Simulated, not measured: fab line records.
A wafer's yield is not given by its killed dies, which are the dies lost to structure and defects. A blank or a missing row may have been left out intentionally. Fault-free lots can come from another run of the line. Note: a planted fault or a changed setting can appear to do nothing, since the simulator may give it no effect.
Split-lot trial || flow n5 finfet || 21 wafers read from 7 lots, route of 1938 steps

## THE SPLIT ITSELF
At N5_BEOL_M2_TRENCH_ETCH_37 (etches SiOC in C4F6/O2, target depth 55.555 nm, time 29.2 s), the setting bias w was moved away from the recipe's 185 W on 6 of the 21 wafers read, by +7.2% to +15.8%. This setting was run at the recipe's value on the other wafers.

Reading taken at the split's own step.

## THE READING
rf vpp V, in V, at N5_BEOL_M2_TRENCH_ETCH_37 (etches SiOC in C4F6/O2, target depth 55.555 nm, time 29.2 s). Fault-free wafers of this fab line usually give 668 V, standard deviation 13 V.

{"wafer": "L078.2", "tool, chamber at the split": "rie diel-05, 1", "bias w as run, W": 185, "against the recipe": "recipe", "rf vpp V, V": 667, "against lot-mates on the recipe": "-"}
{"wafer": "L078.4", "tool, chamber at the split": "rie diel-05, 0", "bias w as run, W": 185, "against the recipe": "recipe", "rf vpp V, V": 686, "against lot-mates on the recipe": "-"}
{"wafer": "L078.6", "tool, chamber at the split": "rie diel-05, 2", "bias w as run, W": 185, "against the recipe": "recipe", "rf vpp V, V": 670, "against lot-mates on the recipe": "-"}
{"wafer": "L081.2", "tool, chamber at the split": "rie diel-04, 2", "bias w as run, W": 185, "against the recipe": "recipe", "rf vpp V, V": 655, "against lot-mates on the recipe": "-"}
{"wafer": "L081.3", "tool, chamber at the split": "rie diel-04, 1", "bias w as run, W": 198.3, "against the recipe": "+7.2%", "rf vpp V, V": 709, "against lot-mates on the recipe": "+54"}
{"wafer": "L081.4", "tool, chamber at the split": "rie diel-04, 3", "bias w as run, W": 198.3, "against the recipe": "+7.2%", "rf vpp V, V": 704, "against lot-mates on the recipe": "+49"}
{"wafer": "L083.2", "tool, chamber at the split": "rie diel-02, 1", "bias w as run, W": 185, "against the recipe": "recipe", "rf vpp V, V": 664, "against lot-mates on the recipe": "-"}
{"wafer": "L083.4", "tool, chamber at the split": "rie diel-02, 3", "bias w as run, W": 203.3, "against the recipe": "+9.9%", "rf vpp V, V": 739, "against lot-mates on the recipe": "+75"}
{"wafer": "L083.5", "tool, chamber at the split": "rie diel-02, 1", "bias w as run, W": 203.3, "against the recipe": "+9.9%", "rf vpp V, V": 715, "against lot-mates on the recipe": "+51"}
{"wafer": "L085.1", "tool, chamber at the split": "rie diel-04, 0", "bias w as run, W": 185, "against the recipe": "recipe", "rf vpp V, V": 646, "against lot-mates on the recipe": "-"}
{"wafer": "L085.2", "tool, chamber at the split": "rie diel-04, 2", "bias w as run, W": 185, "against the recipe": "recipe", "rf vpp V, V": 654, "against lot-mates on the recipe": "-"}
{"wafer": "L085.3", "tool, chamber at the split": "rie diel-04, 3", "bias w as run, W": 185, "against the recipe": "recipe", "rf vpp V, V": 668, "against lot-mates on the recipe": "-"}
{"wafer": "L089.1", "tool, chamber at the split": "rie diel-05, 0", "bias w as run, W": 185, "against the recipe": "recipe", "rf vpp V, V": 685, "against lot-mates on the recipe": "-"}
{"wafer": "L089.3", "tool, chamber at the split": "rie diel-05, 3", "bias w as run, W": 185, "against the recipe": "recipe", "rf vpp V, V": 668, "against lot-mates on the recipe": "-"}
{"wafer": "L089.5", "tool, chamber at the split": "rie diel-05, 3", "bias w as run, W": 185, "against the recipe": "recipe", "rf vpp V, V": 668, "against lot-mates on the recipe": "-"}
{"wafer": "L092.1", "tool, chamber at the split": "rie diel-05, 2", "bias w as run, W": 185, "against the recipe": "recipe", "rf vpp V, V": 669, "against lot-mates on the recipe": "-"}
{"wafer": "L092.3", "tool, chamber at the split": "rie diel-05, 3", "bias w as run, W": 185, "against the recipe": "recipe", "rf vpp V, V": 667, "against lot-mates on the recipe": "-"}
{"wafer": "L092.6", "tool, chamber at the split": "rie diel-05, 0", "bias w as run, W": 185, "against the recipe": "recipe", "rf vpp V, V": 685, "against lot-mates on the recipe": "-"}
{"wafer": "L095.3", "tool, chamber at the split": "rie diel-05, 3", "bias w as run, W": 185, "against the recipe": "recipe", "rf vpp V, V": 668, "against lot-mates on the recipe": "-"}
{"wafer": "L095.5", "tool, chamber at the split": "rie diel-05, 1", "bias w as run, W": 214.2, "against the recipe": "+15.8%", "rf vpp V, V": 764, "against lot-mates on the recipe": "+96"}
{"wafer": "L095.6", "tool, chamber at the split": "rie diel-05, 2", "bias w as run, W": 214.2, "against the recipe": "+15.8%", "rf vpp V, V": 751, "against lot-mates on the recipe": "+83"}

THE FIT
A straight line over all 21 wafers: rf vpp V changes by +5.71 V for each +1% of bias w; r = +0.95; the points scatter about the line by 11 V.
The same after taking each lot's own level away (the mean of its wafers on the recipe; 21 wafers): +5.98 V for each +1%; r = +0.97; scatter 8.7 V.
According to that fit, moving bias w by its largest amount changes the reading by 94 V.
Across the lots, their own levels run from 655.0 to 674.3 V, a range of 1.5 times the standard deviation given above.
So the lot-to-lot level changes the slope little: the two slopes agree.
Check: +94.6 V against its lot-mates is what the line predicts for one of the wafers moved furthest among these (+15.8%) when that wafer is left out of the fit. It came out at +96 V against them.
Tool readings at the split's step, against how far the setting was moved: rf vpp V r = +0.95.

## THE OTHER SPLITS THESE WAFERS WENT THROUGH
Other splits were also applied to these wafers ahead of the reading. Each is held against what the fit with the lots' levels taken away leaves over:
{"other split on the same wafers": "N5_SD_EPI_N_DESCUM_14 time s", "wafers away from the commonest value": 8, "r with rf vpp V (lot level and that fit taken away)": "+0.15"}
{"other split on the same wafers": "N5_HKMG_FIN_COAT_29 spin rpm", "wafers away from the commonest value": 7, "r with rf vpp V (lot level and that fit taken away)": "+0.09"}
{"other split on the same wafers": "N5_HKMG_FIN_DESCUM_17 time s", "wafers away from the commonest value": 5, "r with rf vpp V (lot level and that fit taken away)": -0.38}
{"other split on the same wafers": "N5_GATE_CUT_DESCUM_18 time s", "wafers away from the commonest value": 4, "r with rf vpp V (lot level and that fit taken away)": -0.16}
{"other split on the same wafers": "N5_MOL_CONTACT_COAG_CONTACT_ETCH_14 source w", "wafers away from the commonest value": 7, "r with rf vpp V (lot level and that fit taken away)": "+0.00"}
{"other split on the same wafers": "N5_MOL_CONTACT_COAG_ALD_133 ald cycles", "wafers away from the commonest value": 9, "r with rf vpp V (lot level and that fit taken away)": "+0.18"}
{"other split on the same wafers": "N5_MOL_CONTACT_COAG_ETCH_124 bias w", "wafers away from the commonest value": 10, "r with rf vpp V (lot level and that fit taken away)": -0.18}
{"other split on the same wafers": "N5_BEOL_M0_ETCH_138 source w", "wafers away from the commonest value": 2, "r with rf vpp V (lot level and that fit taken away)": -0.13}
{"other split on the same wafers": "N5_BEOL_M1_DEP_57 time s", "wafers away from the commonest value": 6, "r with rf vpp V (lot level and that fit taken away)": "+0.16"}

## THE FILE'S OWN FIT
rf vpp V changes by +6.04 V for each +1% of bias w, r = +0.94.
